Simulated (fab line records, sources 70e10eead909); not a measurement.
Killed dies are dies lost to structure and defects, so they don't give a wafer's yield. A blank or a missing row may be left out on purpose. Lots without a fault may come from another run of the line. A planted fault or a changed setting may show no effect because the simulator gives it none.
Which tool did it? | flow nand_harc | 24 lots, 72 wafers sampled, at 6 steps of a route of 1302

WHAT THE GAUGES READ, wafer by wafer
The record holds no reading of a measuring or inspecting step that can be judged against a usual standard deviation.

WHICH TOOL RAN EACH LOT (tool, then ch and the chambers of the sampled wafers, then the start)
lot  | NHARC_A_STAIRCASE_ETCH_21      | NHARC_A_STAIRCASE_TRIM_22      | NHARC_A_STAIRCASE_ETCH_25      | NHARC_A_STAIRCASE_TRIM_193     | NHARC_A_STAIRCASE_ETCH_199     | NHARC_A_STAIRCASE_TRIM_200
L074 | rie_diel-01 ch 1,2, no start   | rie_diel-01 ch 0,2,3, no start | rie_diel-01 ch 0,1, no start   | rie_diel-08 ch 1,2,3, no start | rie_diel-01 ch 0,1, no start   | rie_diel-01 ch 0,3, no start
L075 | rie_diel-10 ch 0,1, no start   | rie_diel-10 ch 1,2,3, no start | rie_diel-10 ch 0,2,3, no start | rie_diel-10 ch 0,1,3, no start | rie_diel-01 ch 1,2,3, no start | rie_diel-01 ch 0,3, no start
L076 | rie_diel-08 ch 1,2,3, no start | rie_diel-08 ch 0,2,3, no start | rie_diel-08 ch 1,2, no start   | rie_diel-01 ch 0,1,3, no start | rie_diel-01 ch 0,2,3, no start | rie_diel-01 ch 0,2,3, no start
L077 | rie_diel-10 ch 1,2, no start   | rie_diel-10 ch 1,2,3, no start | rie_diel-10 ch 1,2, no start   | rie_diel-10 ch 0,3, no start   | rie_diel-10 ch 1,2,3, no start | rie_diel-10 ch 0,1,2, no start
L078 | rie_diel-08 ch 0,2,3, no start | rie_diel-08 ch 0,2,3, no start | rie_diel-08 ch 0,1, no start   | rie_diel-10 ch 0,3, no start   | rie_diel-10 ch 0,1,3, no start | rie_diel-10 ch 0,1, no start
L079 | rie_diel-10 ch 1,3, no start   | rie_diel-10 ch 0,1,3, no start | rie_diel-10 ch 2,3, no start   | rie_diel-10 ch 1,3, no start   | rie_diel-10 ch 1,2,3, no start | rie_diel-10 ch 1,2,3, no start
L080 | rie_diel-10 ch 1,3, no start   | rie_diel-10 ch 0,1, no start   | rie_diel-10 ch 0,2, no start   | rie_diel-08 ch 0,2, no start   | rie_diel-08 ch 0,1,3, no start | rie_diel-08 ch 0,1,3, no start
L081 | rie_diel-10 ch 1,2,3, no start | rie_diel-10 ch 0,2,3, no start | rie_diel-10 ch 1,2,3, no start | rie_diel-10 ch 0,2,3, no start | rie_diel-10 ch 1,3, no start   | rie_diel-10 ch 0,1, no start
L083 | rie_diel-10 ch 0,1,2, no start | rie_diel-10 ch 0,2,3, no start | rie_diel-10 ch 0,1,3, no start | rie_diel-10 ch 1,2,3, no start | rie_diel-08 ch 0,2,3, no start | rie_diel-08 ch 0,1,2, no start
L082 | rie_diel-01 ch 0,2, no start   | rie_diel-01 ch 2,3, no start   | rie_diel-01 ch 0,3, no start   | rie_diel-01 ch 1,2,3, no start | rie_diel-08 ch 0,1,2, no start | rie_diel-08 ch 0,3, no start
L084 | rie_diel-10 ch 0,3, no start   | rie_diel-10 ch 0,1,2, no start | rie_diel-10 ch 0,1,3, no start | rie_diel-08 ch 0,3, no start   | rie_diel-01 ch 0,3, no start   | rie_diel-01 ch 0,1, no start
L085 | rie_diel-08 ch 1,2, no start   | rie_diel-08 ch 0,3, no start   | rie_diel-08 ch 1,2,3, no start | rie_diel-10 ch 0,1,3, no start | rie_diel-08 ch 0,1, no start   | rie_diel-08 ch 1,2,3, no start
L086 | rie_diel-10 ch 1,2,3, no start | rie_diel-10 ch 1,2,3, no start | rie_diel-10 ch 2,3, no start   | rie_diel-08 ch 2,3, no start   | rie_diel-08 ch 0,3, no start   | rie_diel-08 ch 1,2,3, no start
L087 | rie_diel-01 ch 0,3, no start   | rie_diel-01 ch 0,1,3, no start | rie_diel-01 ch 0,3, no start   | rie_diel-01 ch 0,1,2, no start | rie_diel-01 ch 1,2, no start   | rie_diel-01 ch 1,2,3, no start
L089 | rie_diel-08 ch 1,2, no start   | rie_diel-08 ch 1,2,3, no start | rie_diel-08 ch 0,1, no start   | rie_diel-10 ch 0,1,2, no start | rie_diel-10 ch 2,3, no start   | rie_diel-10 ch 2,3, no start
L088 | rie_diel-01 ch 2,3, no start   | rie_diel-01 ch 0,1,3, no start | rie_diel-01 ch 1,2, no start   | rie_diel-08 ch 0,2,3, no start | rie_diel-08 ch 1,2,3, no start | rie_diel-08 ch 0,2,3, no start
L091 | rie_diel-01 ch 0,1,3, no start | rie_diel-01 ch 1,3, no start   | rie_diel-01 ch 1,3, no start   | rie_diel-01 ch 0,2,3, no start | rie_diel-08 ch 1,3, no start   | rie_diel-08 ch 1,2,3, no start
L090 | rie_diel-10 ch 0,2,3, no start | rie_diel-10 ch 1,2,3, no start | rie_diel-10 ch 0,1,3, no start | rie_diel-10 ch 1,2, no start   | rie_diel-10 ch 0,1,3, no start | rie_diel-10 ch 0,1, no start
L092 | rie_diel-01 ch 0,2,3, no start | rie_diel-01 ch 0,1,2, no start | rie_diel-01 ch 1,2,3, no start | rie_diel-10 ch 0,1,2, no start | rie_diel-10 ch 0,2,3, no start | rie_diel-10 ch 0,1,3, no start
L093 | rie_diel-01 ch 0,1,2, no start | rie_diel-01 ch 1,2, no start   | rie_diel-01 ch 0,1,2, no start | rie_diel-01 ch 0,1,3, no start | rie_diel-01 ch 0,1, no start   | rie_diel-01 ch 0,1,2, no start
L095 | rie_diel-10 ch 0,1,3, no start | rie_diel-10 ch 1,2,3, no start | rie_diel-10 ch 2,3, no start   | rie_diel-10 ch 0,2, no start   | rie_diel-01 ch 2,3, no start   | rie_diel-01 ch 0,1,3, no start
L094 | rie_diel-10 ch 1,2, no start   | rie_diel-10 ch 0,1,3, no start | rie_diel-10 ch 1,2,3, no start | rie_diel-10 ch 1,2,3, no start | rie_diel-10 ch 1,2, no start   | rie_diel-10 ch 0,2,3, no start
L096 | rie_diel-08 ch 1,2,3, no start | rie_diel-08 ch 0,1,3, no start | rie_diel-08 ch 0,1,3, no start | rie_diel-10 ch 0,1,2, no start | rie_diel-10 ch 1,2,3, no start | rie_diel-10 ch 0,1,2, no start
L097 | rie_diel-10 ch 0,1,2, no start | rie_diel-10 ch 0,2,3, no start | rie_diel-10 ch 0,2,3, no start | rie_diel-08 ch 0,2,3, no start | rie_diel-08 ch 0,1,3, no start | rie_diel-08 ch 0,1,2, no start
- NHARC_A_STAIRCASE_ETCH_21: etches the open film in C4F8/O2, target depth 100 nm, time 40.5 s.
- NHARC_A_STAIRCASE_TRIM_22: chemistry O2, time 211.2 s.
- NHARC_A_STAIRCASE_ETCH_25: etches the open film in C4F8/O2, target depth 100 nm, time 40.5 s.
- NHARC_A_STAIRCASE_TRIM_193: chemistry O2, time 211.2 s.
- NHARC_A_STAIRCASE_ETCH_199: etches the open film in C4F8/O2, target depth 100 nm, time 40.5 s.
- NHARC_A_STAIRCASE_TRIM_200: chemistry O2, time 211.2 s.

WHAT THE TOOLS THEMSELVES READ (means of the sampled wafers that have a number; where no wafer has one, the mark that the record gives instead)
NHARC_A_STAIRCASE_ETCH_21.
lot  | tool        | oes_product_au (a.u.) | rf_vpp_V (V)
L074 | rie_diel-01 | 0.949                 | 893
L075 | rie_diel-10 | 0.955                 | 890
L076 | rie_diel-08 | 0.984                 | 895
L077 | rie_diel-10 | 0.955                 | 891
L078 | rie_diel-08 | 0.970                 | 890
L079 | rie_diel-10 | 0.944                 | 890
L080 | rie_diel-10 | 0.980                 | 893
L081 | rie_diel-10 | 0.971                 | 893
L083 | rie_diel-10 | 0.963                 | 899
L082 | rie_diel-01 | 0.962                 | 892
L084 | rie_diel-10 | 0.969                 | 896
L085 | rie_diel-08 | 0.957                 | 894
L086 | rie_diel-10 | 0.941                 | 899
L087 | rie_diel-01 | 0.943                 | 891
L089 | rie_diel-08 | 0.964                 | 899
L088 | rie_diel-01 | 0.952                 | 890
L091 | rie_diel-01 | 0.947                 | 892
L090 | rie_diel-10 | 0.931                 | 894
L092 | rie_diel-01 | 0.959                 | 891
L093 | rie_diel-01 | 0.946                 | 891
L095 | rie_diel-10 | 0.955                 | 898
L094 | rie_diel-10 | 0.953                 | 899
L096 | rie_diel-08 | 0.952                 | 895
L097 | rie_diel-10 | 0.949                 | 898

NHARC_A_STAIRCASE_TRIM_22.
lot  | tool        | drypump_motor_current_A (A) | oes_product_au (a.u.) | rf_vpp_V (V) | showerhead_plenum_p_Torr (Torr) | throttle_valve_pct (%)
L074 | rie_diel-01 | 5.73                        | 0.991                 | 56.8         | 3.42                            | 17.025
L075 | rie_diel-10 | 5.60                        | 1.003                 | 57.7         | 3.46                            | 17.027
L076 | rie_diel-08 | 5.85                        | 0.997                 | 56.9         | 3.37                            | 17.037
L077 | rie_diel-10 | 5.59                        | 0.999                 | 58.4         | 3.46                            | 17.031
L078 | rie_diel-08 | 5.83                        | 0.994                 | 57.7         | 3.37                            | 17.035
L079 | rie_diel-10 | 5.83                        | 1.003                 | 57.6         | 3.44                            | 17.035
L080 | rie_diel-10 | 5.76                        | 1.000                 | 57.4         | 3.41                            | 17.038
L081 | rie_diel-10 | 5.67                        | 1.003                 | 57.1         | 3.52                            | 17.035
L083 | rie_diel-10 | 5.69                        | 0.999                 | 57.9         | 3.52                            | 17.036
L082 | rie_diel-01 | 5.83                        | 0.996                 | 57.7         | 3.39                            | 17.035
L084 | rie_diel-10 | 5.55                        | 0.997                 | 57.6         | 3.61                            | 17.036
L085 | rie_diel-08 | 5.83                        | 0.992                 | 57.9         | 3.34                            | 17.037
L086 | rie_diel-10 | 5.62                        | 1.005                 | 57.9         | 3.62                            | 17.041
L087 | rie_diel-01 | 5.74                        | 0.996                 | 57.3         | 3.43                            | 17.030
L089 | rie_diel-08 | 5.74                        | 1.004                 | 58.0         | 3.51                            | 17.042
L088 | rie_diel-01 | 5.76                        | 1.007                 | 57.4         | 3.42                            | 17.031
L091 | rie_diel-01 | 5.83                        | 1.010                 | 56.9         | 3.40                            | 17.030
L090 | rie_diel-10 | 5.64                        | 1.002                 | 57.6         | 3.61                            | 17.039
L092 | rie_diel-01 | 5.89                        | 0.996                 | 57.6         | 3.41                            | 17.025
L093 | rie_diel-01 | 6.11                        | 0.998                 | 57.1         | 3.38                            | 17.034
L095 | rie_diel-10 | 5.61                        | 1.009                 | 58.0         | 3.61                            | 17.036
L094 | rie_diel-10 | 5.83                        | 1.000                 | 58.3         | 3.59                            | 17.035
L096 | rie_diel-08 | 5.72                        | 1.007                 | 57.8         | 3.66                            | 17.041
L097 | rie_diel-10 | 5.68                        | 1.001                 | 57.5         | 3.49                            | 17.025

NHARC_A_STAIRCASE_ETCH_25.
lot  | tool        | oes_product_au (a.u.) | rf_vpp_V (V)
L074 | rie_diel-01 | 0.947                 | 894
L075 | rie_diel-10 | 0.941                 | 896
L076 | rie_diel-08 | 0.956                 | 900
L077 | rie_diel-10 | 0.942                 | 894
L078 | rie_diel-08 | 0.951                 | 894
L079 | rie_diel-10 | 0.953                 | 896
L080 | rie_diel-10 | 0.950                 | 895
L081 | rie_diel-10 | 0.945                 | 893
L083 | rie_diel-10 | 0.944                 | 898
L082 | rie_diel-01 | 0.936                 | 893
L084 | rie_diel-10 | 0.957                 | 898
L085 | rie_diel-08 | 0.954                 | 895
L086 | rie_diel-10 | 0.946                 | 897
L087 | rie_diel-01 | 0.935                 | 892
L089 | rie_diel-08 | 0.957                 | 898
L088 | rie_diel-01 | 0.950                 | 889
L091 | rie_diel-01 | 0.947                 | 892
L090 | rie_diel-10 | 0.939                 | 898
L092 | rie_diel-01 | 0.951                 | 890
L093 | rie_diel-01 | 0.935                 | 891
L095 | rie_diel-10 | 0.950                 | 895
L094 | rie_diel-10 | 0.934                 | 899
L096 | rie_diel-08 | 0.944                 | 900
L097 | rie_diel-10 | 0.948                 | 894

NHARC_A_STAIRCASE_TRIM_193.
lot  | tool        | drypump_motor_current_A (A) | oes_product_au (a.u.) | rf_vpp_V (V) | showerhead_plenum_p_Torr (Torr) | throttle_valve_pct (%)
L074 | rie_diel-08 | 5.78                        | 1.002                 | 58.1         | 3.53                            | 17.032
L075 | rie_diel-10 | 5.81                        | 1.002                 | 57.1         | 3.44                            | 17.038
L076 | rie_diel-01 | 5.76                        | 1.001                 | 58.4         | 3.45                            | 17.032
L077 | rie_diel-10 | 5.96                        | 1.015                 | 57.2         | 3.52                            | 17.040
L078 | rie_diel-10 | 5.87                        | 1.005                 | 58.1         | 3.51                            | 17.026
L079 | rie_diel-10 | 5.87                        | 1.008                 | 57.8         | 3.45                            | 17.041
L080 | rie_diel-08 | 5.78                        | 0.997                 | 56.5         | 3.31                            | 17.035
L081 | rie_diel-10 | 5.67                        | 1.004                 | 58.3         | 3.52                            | 17.047
L083 | rie_diel-10 | 5.61                        | 1.002                 | 57.8         | 3.63                            | 17.041
L082 | rie_diel-01 | 5.96                        | 0.999                 | 57.6         | 3.41                            | 17.032
L084 | rie_diel-08 | 5.88                        | 0.999                 | 58.1         | 3.39                            | 17.041
L085 | rie_diel-10 | 5.82                        | 1.005                 | 58.1         | 3.60                            | 17.027
L086 | rie_diel-08 | 5.85                        | 1.011                 | 57.3         | 3.38                            | 17.029
L087 | rie_diel-01 | 5.88                        | 0.999                 | 57.8         | 3.42                            | 17.032
L089 | rie_diel-10 | 5.54                        | 1.004                 | 58.2         | 3.60                            | 17.031
L088 | rie_diel-08 | 5.85                        | 1.000                 | 57.7         | 3.35                            | 17.038
L091 | rie_diel-01 | 5.77                        | 0.999                 | 57.9         | 3.39                            | 17.031
L090 | rie_diel-10 | 5.35                        | 1.009                 | 58.2         | 3.62                            | 17.040
L092 | rie_diel-10 | 5.55                        | 0.997                 | 58.3         | 3.59                            | 17.041
L093 | rie_diel-01 | 5.76                        | 0.998                 | 57.4         | 3.42                            | 17.040
L095 | rie_diel-10 | 5.42                        | 1.004                 | 57.8         | 3.50                            | 17.049
L094 | rie_diel-10 | 5.59                        | 1.001                 | 58.2         | 3.60                            | 17.041
L096 | rie_diel-10 | 5.55                        | 1.001                 | 58.6         | 3.58                            | 17.037
L097 | rie_diel-08 | 5.86                        | 0.997                 | 58.6         | 3.51                            | 17.032

NHARC_A_STAIRCASE_ETCH_199.
lot  | tool        | oes_product_au (a.u.) | rf_vpp_V (V)
L074 | rie_diel-01 | 0.946                 | 894
L075 | rie_diel-01 | 0.941                 | 892
L076 | rie_diel-01 | 0.943                 | 892
L077 | rie_diel-10 | 0.937                 | 894
L078 | rie_diel-10 | 0.939                 | 893
L079 | rie_diel-10 | 0.940                 | 893
L080 | rie_diel-08 | 0.950                 | 894
L081 | rie_diel-10 | 0.941                 | 891
L083 | rie_diel-08 | 0.952                 | 889
L082 | rie_diel-08 | 0.956                 | 893
L084 | rie_diel-01 | 0.943                 | 892
L085 | rie_diel-08 | 0.944                 | 893
L086 | rie_diel-08 | 0.934                 | 889
L087 | rie_diel-01 | 0.947                 | 892
L089 | rie_diel-10 | 0.945                 | 896
L088 | rie_diel-08 | 0.951                 | 896
L091 | rie_diel-08 | 0.957                 | 896
L090 | rie_diel-10 | 0.939                 | 898
L092 | rie_diel-10 | 0.955                 | 895
L093 | rie_diel-01 | 0.943                 | 892
L095 | rie_diel-01 | 0.966                 | 891
L094 | rie_diel-10 | 0.950                 | 899
L096 | rie_diel-10 | 0.945                 | 899
L097 | rie_diel-08 | 0.948                 | 900

NHARC_A_STAIRCASE_TRIM_200.
lot  | tool        | drypump_motor_current_A (A) | oes_product_au (a.u.) | rf_vpp_V (V) | showerhead_plenum_p_Torr (Torr) | throttle_valve_pct (%)
L074 | rie_diel-01 | 5.61                        | 1.005                 | 57.2         | 3.43                            | 17.038
L075 | rie_diel-01 | 5.54                        | 1.004                 | 56.8         | 3.45                            | 17.039
L076 | rie_diel-01 | 5.74                        | 1.007                 | 57.4         | 3.42                            | 17.042
L077 | rie_diel-10 | 5.55                        | 0.995                 | 56.8         | 3.44                            | 17.036
L078 | rie_diel-10 | 5.68                        | 0.990                 | 56.9         | 3.35                            | 17.031
L079 | rie_diel-10 | 5.60                        | 1.005                 | 57.8         | 3.46                            | 17.035
L080 | rie_diel-08 | 5.75                        | 0.999                 | 57.6         | 3.50                            | 17.033
L081 | rie_diel-10 | 5.69                        | 0.991                 | 57.1         | 3.35                            | 17.045
L083 | rie_diel-08 | 5.70                        | 0.997                 | 57.3         | 3.47                            | 17.038
L082 | rie_diel-08 | 5.80                        | 0.994                 | 56.7         | 3.34                            | 17.034
L084 | rie_diel-01 | 5.71                        | 0.995                 | 57.6         | 3.45                            | 17.036
L085 | rie_diel-08 | 5.76                        | 1.007                 | 57.4         | 3.51                            | 17.041
L086 | rie_diel-08 | 5.77                        | 1.000                 | 57.7         | 3.51                            | 17.032
L087 | rie_diel-01 | 5.96                        | 1.007                 | 58.1         | 3.40                            | 17.041
L089 | rie_diel-10 | 5.47                        | 1.000                 | 58.3         | 3.53                            | 17.033
L088 | rie_diel-08 | 5.85                        | 0.999                 | 57.3         | 3.35                            | 17.040
L091 | rie_diel-08 | 5.75                        | 0.999                 | 56.9         | 3.50                            | 17.030
L090 | rie_diel-10 | 5.70                        | 1.000                 | 57.7         | 3.68                            | 17.032
L092 | rie_diel-10 | 5.82                        | 1.000                 | 58.2         | 3.59                            | 17.035
L093 | rie_diel-01 | 5.91                        | 1.004                 | 57.2         | 3.40                            | 17.032
L095 | rie_diel-01 | 5.75                        | 0.997                 | 57.3         | 3.41                            | 17.041
L094 | rie_diel-10 | 5.69                        | 0.995                 | 58.2         | 3.50                            | 17.047
L096 | rie_diel-10 | 5.55                        | 0.997                 | 56.8         | 3.58                            | 17.040
L097 | rie_diel-08 | 5.70                        | 0.996                 | 58.0         | 3.62                            | 17.030

THE ANSWER, worked out from the rows above alone
Rule: what is usual is taken from the lots themselves. Put in order of their means at a reading, lots are off if they are a third of the lots or fewer, leave a main group of 4 or more, and stand apart from it by a gap of 3 or more times the standard deviation of the main group's means; of several such gaps the widest counts. A main group whose means are all the same, to the digits that the tables above print for the reading, isn't used. A lot without any number at a reading at which 4 lots or more have one is off too. The other lots that the step has rows for count as sound. The gauges are gone through in route order, then the tools' own readings, and for those a lot's mean is taken as printed above. The first step at which some lot is off is used, and at that step the reading that is off furthest; a lot without a number counts as furthest.
No lot is off at any reading shown: from this, nothing can be told.

WHAT THE SIMULATOR HAD PUT IN
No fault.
